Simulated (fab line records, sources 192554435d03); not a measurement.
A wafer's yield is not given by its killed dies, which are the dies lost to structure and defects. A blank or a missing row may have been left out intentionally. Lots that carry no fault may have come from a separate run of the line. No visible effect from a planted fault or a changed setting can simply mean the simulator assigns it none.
A lot that was struck, set against a sound lot    flow n5 finfet    38 out of 1938 route steps
Sound: the wafers L375.1, L375.3, L375.6. Struck: wafers L359.2, L359.3, L359.4. Last of all comes the cause.
For every step that has rows: the tool of each side, followed by ch and its chambers, followed by its first start. Under that, the readings that differ: sound wafers    struck wafers    difference of the means    sigmas: that difference in standard deviations of wafers without a fault.
alike: same words and numbers on both sides, and readings whose means sit less than 2 such deviations apart. not compared: any withheld reading, any reading some wafer has no value for, any bound like >300 that may hide the same value, and any number with overlapping values for which the record gives no deviation.
The two part at a step that has a row with sigmas, a row that says differs or no value, or rows on one side only. When numbers do not overlap yet have no deviation, they are printed without sigmas and do not part them. A reading missing from all wafers of one side parts the sides only when that side holds two or more wafers.

first, 9 steps without rows for these wafers: N5_BEOL_M5_COAT_66 (time 60 s, resist thk 12 nm); N5_BEOL_M5_COAT_74 (time 60 s, resist thk 5 nm); N5_BEOL_M5_COAT_22 (resist thk 30 nm); N5_BEOL_M5_EBR_24; N5_BEOL_M5_SOFTBAKE_23 (time 60 s); N5_BEOL_M5_EXPOSE_25 (exposes mask V4, defocus 10 nm); N5_BEOL_M5_PEB_26 (peb time 60 s); N5_BEOL_M5_DEVELOP_27 (develop time 30 s); N5_BEOL_M5_DESCUM_33 (chemistry O2, time 7 s).
N5_BEOL_M5_ETCH_75: etches underlayer in N2/H2, target depth 6.5 nm, time 5.2 s.
  sound on rie diel-04 ch 0,1, day 14 07:46; struck on rie diel-04 ch 0,2,3, day 9 19:08
  alike: bias w, chamber pressure mTorr, drypump motor current A, etch rf on time s, n2 flow sccm, oes product au, rf vpp V, showerhead plenum p Torr, throttle valve pct
  not compared: rf hours counter h
then, 27 steps without rows for these wafers: N5_BEOL_M5_ETCH_67 (etches SiARC in CF4, target depth 15.6 nm, time 26 s); N5_BEOL_M5_ETCH_68 (etches SOC in N2/H2, target depth 80 nm, overetch 16 nm, time 120 s); N5_BEOL_M5_STRIP_69 (strips in N2/H2); N5_BEOL_M5_STRIP_76 (strips in N2/H2); N5_BEOL_M5_VIA_ETCH_34 (etches SiCOH lowk in C4F6/O2, target depth 88.3 nm, time 39.2 s); N5_BEOL_M5_STRIP_85 (strips in C4F6/O2); N5_BEOL_M5_STRIP_36 (strips in N2/H2); N5_BEOL_M5_TRENCH_ETCH_37 (etches SiCOH lowk in C4F6/O2, target depth 71.652 nm, time 24.7 s); N5_BEOL_M5_ETCH_41 (etches SiCN in CH3F/O2, target depth 31.5 nm, time 56.7 s); N5_BEOL_M5_STRIP_91 (strips in N2/H2, time 10 s); N5_BEOL_M5_HM_STRIP_39 (strips TiN in peroxide tin strip, target depth 25 nm, time 158 s); N5_BEOL_M5_SRD_40 (time 30 s); N5_BEOL_M5_PRECLEAN_42 (cleans in residue remover, time 60 s); N5_BEOL_M5_SRD_43 (time 30 s); N5_BEOL_M5_CURE_80 (cures SiCOH lowk, time 120 s); N5_BEOL_M5_DEGAS_44 (time 60 s); N5_BEOL_M5_PRE_CLEAN_45 (time 30 s); N5_BEOL_M5_ALD_86 (deposits TaN, pulse time 2 s, purge time 3 s, co reactant purge time 2 s); N5_BEOL_M5_SURFACE_TREAT_87; N5_BEOL_M5_CVD_47 (deposits Co from CCTBA/H2, target thk 3 nm, time 216 s); N5_BEOL_M5_SPUTTER_48 (material Cu, target thk 15 nm, time 27.62 s); N5_BEOL_M5_ANNEAL_49 (time 1800 s); N5_BEOL_M5_SPUTTER_81 (material Cu, target thk 15 nm, time 27.62 s); N5_BEOL_M5_ANNEAL_82 (time 1800 s); N5_BEOL_M5_SPUTTER_83 (material Cu, target thk 15 nm, time 27.62 s); N5_BEOL_M5_ANNEAL_84 (time 1800 s); N5_BEOL_M5_SPUTTER_88 (material Cu, target thk 15 nm, time 27.62 s).
-- the record jumps here: 4 days lie between the struck wafers' starts before and after (it left off in module BEOL_M5 and takes up again in module PASSIVATION, whose first step shown is number 1936 of the route) --
N5_PASSIVATION_PROBE_49:
  struck on prober-02, day 13 13:59; sound on prober-02, day 18 01:49
reading                   sound           struck          difference  sigmas
defect limited yield (%)  93.4 90.8 91.6  86.7 85.1 84.6  -6.5        -4
killed_at_M4_up           9 12 17         70 97 97        +75         +14
killed dies               78 108 99       157 176 182     +77         +5
killed on rim             10 18 4         26 29 27        +17         +4
sort_bin_5_function (%)   4.2 5.0 4.2     8.2 9.0 9.4     +4.4        +4
sort n pass               1102 1072 1081  1023 1004 998   -77         -5
sort yield pct (%)        93.4 90.8 91.6  86.7 85.1 84.6  -6.5        -4
  alike: killed_at_M0_to_M3, killed at contacts, killed at front end, killed at other, killed open, killed short, sort_bin_6_memory, sort_bin_8_speed

== WHERE THEY PART ==
N5_PASSIVATION_PROBE_49 only, going by this record.

WHY: whatever the simulator had introduced
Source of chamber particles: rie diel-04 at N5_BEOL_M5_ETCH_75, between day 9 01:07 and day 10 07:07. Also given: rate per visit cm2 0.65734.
